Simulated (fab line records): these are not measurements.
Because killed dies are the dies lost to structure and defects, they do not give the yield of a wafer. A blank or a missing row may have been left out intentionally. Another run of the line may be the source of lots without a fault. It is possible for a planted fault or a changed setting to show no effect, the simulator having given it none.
The tool behind it: which one? :: flow n5Finfet :: 8 lots, 24 wafers sampled, at 4 steps of a route of 1938

## WHAT THE GAUGES SHOWED, per wafer
N5_SD_EPI_N_CD_MEAS_09: target cd 120 nm.
lot: L950
measured: day 3 13:31
on: cdSem-01
cdNm (nm): 118.3 118.9 118.8

lot: L953
measured: day 4 06:26
on: cdSem-01
cdNm (nm): 120.0 119.9 120.2

lot: L958
measured: day 5 15:55
on: cdSem-02
cdNm (nm): 113.2 112.5 112.8

lot: L959
measured: day 5 21:18
on: cdSem-01
cdNm (nm): 113.5 113.4 114.1

lot: L962
measured: day 6 12:42
on: cdSem-01
cdNm (nm): 120.4 120.1 119.6

lot: L963
measured: day 6 20:08
on: cdSem-02
cdNm (nm): 119.6 119.8 119.3

lot: L965
measured: day 7 07:42
on: cdSem-02
cdNm (nm): 119.8 120.0 120.1

lot: L968
measured: day 8 01:10
on: cdSem-02
cdNm (nm): 119.9 119.9 119.5

## WHICH TOOL RAN EACH LOT (tool, then ch and the chambers of the sampled wafers, then the start)
lot: L950
N5_DUMMY_GATE_TRIM_49: rieSi-03 ch 0,1,2, day 3 11:34
N5_DUMMY_GATE_HM_OPEN_21: rieDiel-03 ch 0,1,2, day 3 11:52
N5_SD_EPI_N_EXPOSE_06: arfiScanner-03 ch 0, day 3 13:23

lot: L953
N5_DUMMY_GATE_TRIM_49: rieSi-02 ch 0,1,3, day 4 03:31
N5_DUMMY_GATE_HM_OPEN_21: rieDiel-02 ch 2,3, day 4 03:57
N5_SD_EPI_N_EXPOSE_06: arfiScanner-01 ch 0, day 4 06:19

lot: L958
N5_DUMMY_GATE_TRIM_49: rieSi-03 ch 0,1,2, day 5 13:51
N5_DUMMY_GATE_HM_OPEN_21: rieDiel-04 ch 1,2,3, day 5 14:16
N5_SD_EPI_N_EXPOSE_06: arfiScanner-01 ch 0, day 5 15:47

lot: L959
N5_DUMMY_GATE_TRIM_49: rieSi-03 ch 1,2,3, day 5 19:29
N5_DUMMY_GATE_HM_OPEN_21: rieDiel-02 ch 1,3, day 5 19:46
N5_SD_EPI_N_EXPOSE_06: arfiScanner-01 ch 0, day 5 21:10

lot: L962
N5_DUMMY_GATE_TRIM_49: rieSi-04 ch 1,2, day 6 10:34
N5_DUMMY_GATE_HM_OPEN_21: rieDiel-02 ch 0,3, day 6 11:00
N5_SD_EPI_N_EXPOSE_06: arfiScanner-03 ch 0, day 6 12:35

lot: L963
N5_DUMMY_GATE_TRIM_49: rieSi-02 ch 0,3, day 6 17:56
N5_DUMMY_GATE_HM_OPEN_21: rieDiel-02 ch 0,2,3, day 6 18:14
N5_SD_EPI_N_EXPOSE_06: arfiScanner-02 ch 0, day 6 20:01

lot: L965
N5_DUMMY_GATE_TRIM_49: rieSi-02 ch 2,3, day 7 04:17
N5_DUMMY_GATE_HM_OPEN_21: rieDiel-04 ch 0,1, day 7 04:34
N5_SD_EPI_N_EXPOSE_06: arfiScanner-03 ch 0, day 7 07:35

lot: L968
N5_DUMMY_GATE_TRIM_49: rieSi-02 ch 0,3, day 7 22:58
N5_DUMMY_GATE_HM_OPEN_21: rieDiel-03 ch 0,3, day 7 23:16
N5_SD_EPI_N_EXPOSE_06: arfiScanner-02 ch 0, day 8 01:03
- N5_DUMMY_GATE_TRIM_49: chemistry O2, time 29 s, target cd 14 nm.
- N5_DUMMY_GATE_HM_OPEN_21: chemistry CH3F/O2, target SiNx, target depth 120 nm, time 171.4 s.
- N5_SD_EPI_N_EXPOSE_06: exposes mask SD N BLK, target cd 120 nm.

## THE ANSWER, worked out from the rows above alone
Rule: usual is defined by the lots themselves. Put in order of their means at a reading, lots are off if they are a third of the lots or fewer, leave a main group of 4 or more, and stand apart from it by a gap of 3 or more times the standard deviation of the main group's means; of several such gaps the widest counts. A main group is skipped when, at the precision printed for the reading in the tables above, its means are all equal. Also off: a lot with no number at a reading for which 4 or more lots have one. The other lots that the step has rows for count as sound.
Off at N5_SD_EPI_N_CD_MEAS_09 (cdNm): L958, L959. Main group: mean 119.7 nm, sd 0.48.
A tool fits if, at a process step before that reading, it ran every lot that is off, and no sound lot after the first of them. The gauges at N5_SD_EPI_N_CD_MEAS_09 are tried like those tools. Undecided on this evidence; 2 tools fit (rieSi-03 at N5_DUMMY_GATE_TRIM_49, arfiScanner-01 at N5_SD_EPI_N_EXPOSE_06).

## WHAT THE SIMULATOR PUT IN
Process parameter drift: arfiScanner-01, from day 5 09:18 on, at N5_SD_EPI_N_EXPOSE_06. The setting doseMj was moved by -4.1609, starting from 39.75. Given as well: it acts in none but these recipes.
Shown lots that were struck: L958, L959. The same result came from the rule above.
